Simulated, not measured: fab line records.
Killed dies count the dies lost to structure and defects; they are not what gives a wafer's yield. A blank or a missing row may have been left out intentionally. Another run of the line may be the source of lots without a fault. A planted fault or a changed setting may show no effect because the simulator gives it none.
Lot-split experiment + flow n5_finfet + on a route of 1938 steps: 7 lots, 21 wafers read

SPLIT DETAILS
At N5_BEOL_M0_SAQP_PECVD_96 (deposits a-Si from SiH4/He, target thk 45 nm, time 45.2 s), the setting time_s was moved away from the recipe's 45.2 s on 8 of the 21 wafers read, by -9.2% to +12.4%. The other wafers ran this setting at the recipe's value.

The reading is taken at the split's own step.

THE READING
a-Si_of_BEOL_M0_SAQP_PECVD_96.thk_nm (the simulator's own value, which no gauge read), in nm, at N5_BEOL_M0_SAQP_PECVD_96 (deposits a-Si from SiH4/He, target thk 45 nm, time 45.2 s). There is no usual value for it anywhere in the file. Average 44.8 nm, standard deviation 0.73 nm, over the 13 wafers here run with the recipe.

| wafer  | tool, chamber at the split | time_s as run, s | against the recipe | a-Si_of_BEOL_M0_SAQP_PECVD_96.thk_nm, nm | against lot-mates on the recipe |
|--------|----------------------------|------------------|--------------------|------------------------------------------|---------------------------------|
| L076.1 | pecvd-03, 1                | 45.2             | recipe             | 44.6                                     | -                               |
| L076.5 | pecvd-03, 1                | 42.72            | -5.5%              | 42.6                                     | -2.0                            |
| L076.6 | pecvd-03, 2                | 42.72            | -5.5%              | 43.2                                     | -1.4                            |
| L077.2 | pecvd-02, 1                | 46.91            | +3.8%              | 47                                       | +0.6                            |
| L077.4 | pecvd-02, 2                | 45.2             | recipe             | 46.4                                     | -                               |
| L077.6 | pecvd-02, 0                | 46.91            | +3.8%              | 47.6                                     | +1.2                            |
| L079.2 | pecvd-02, 1                | 41.05            | -9.2%              | 40.6                                     | -4.3                            |
| L079.3 | pecvd-02, 2                | 45.2             | recipe             | 44.4                                     | -                               |
| L079.4 | pecvd-02, 2                | 45.2             | recipe             | 45.4                                     | -                               |
| L085.2 | pecvd-03, 0                | 45.2             | recipe             | 44                                       | -                               |
| L085.3 | pecvd-03, 1                | 50.82            | +12.4%             | 50.6                                     | +6.6                            |
| L085.4 | pecvd-03, 0                | 50.82            | +12.4%             | 49.6                                     | +5.6                            |
| L086.2 | pecvd-02, 1                | 45.2             | recipe             | 44                                       | -                               |
| L086.4 | pecvd-02, 1                | 45.2             | recipe             | 45                                       | -                               |
| L086.6 | pecvd-02, 2                | 45.2             | recipe             | 45.6                                     | -                               |
| L088.2 | pecvd-02, 0                | 45.2             | recipe             | 44                                       | -                               |
| L088.5 | pecvd-02, 2                | 50.41            | +11.5%             | 50.8                                     | +6.4                            |
| L088.6 | pecvd-02, 1                | 45.2             | recipe             | 44.8                                     | -                               |
| L096.1 | pecvd-03, 0                | 45.2             | recipe             | 44                                       | -                               |
| L096.2 | pecvd-03, 1                | 45.2             | recipe             | 44.8                                     | -                               |
| L096.4 | pecvd-03, 1                | 45.2             | recipe             | 45.6                                     | -                               |

THE FIT
A straight line over all 21 wafers: a-Si_of_BEOL_M0_SAQP_PECVD_96.thk_nm changes by +0.448 nm for each +1% of time_s; r = +0.96; the points scatter about the line by 0.73 nm.
The same after taking each lot's own level away (the mean of its wafers on the recipe; 21 wafers): +0.469 nm for each +1%; r = +0.97; scatter 0.66 nm.
Per that fit: largest time_s move, reading shift of 5.8 nm.
The span of the lots' own levels, 44.00 to 46.40 nm, comes to 3.3 times the standard deviation stated above.
The two slopes agree, so the slope changes little with the lot-to-lot level.
Check: for one of the wafers moved furthest among these (+12.4%), held out of the fit, the line's prediction against its lot-mates is +5.66 nm. It came out at +6.6 nm against them.

THE OTHER SPLITS THESE WAFERS WENT THROUGH
These wafers also went through other splits before the reading. Each is held against what the fit with the lots' levels taken away leaves over:
| other split on the same wafers         | wafers away from the commonest value | r with a-Si_of_BEOL_M0_SAQP_PECVD_96.thk_nm (lot level and that fit taken away) |
|----------------------------------------|--------------------------------------|---------------------------------------------------------------------------------|
| N5_HKMG_FIN_HK_ALD_01 ald_cycles       | 8                                    | -0.10                                                                           |
| N5_HKMG_FIN_COAT_66 spin_rpm           | 8                                    | -0.17                                                                           |
| N5_MOL_CONTACT_COAG_EXPOSE_05 dose_mj  | 3                                    | +0.01                                                                           |
| N5_MOL_CONTACT_COAG_COAT_78 spin_rpm   | 6                                    | -0.08                                                                           |
| N5_MOL_CONTACT_COAG_ALD_131 ald_cycles | 9                                    | -0.36                                                                           |

FILE'S OWN FIT
a-Si_of_BEOL_M0_SAQP_PECVD_96.thk_nm changes by +0.485 nm for each +1% of time_s, r = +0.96.
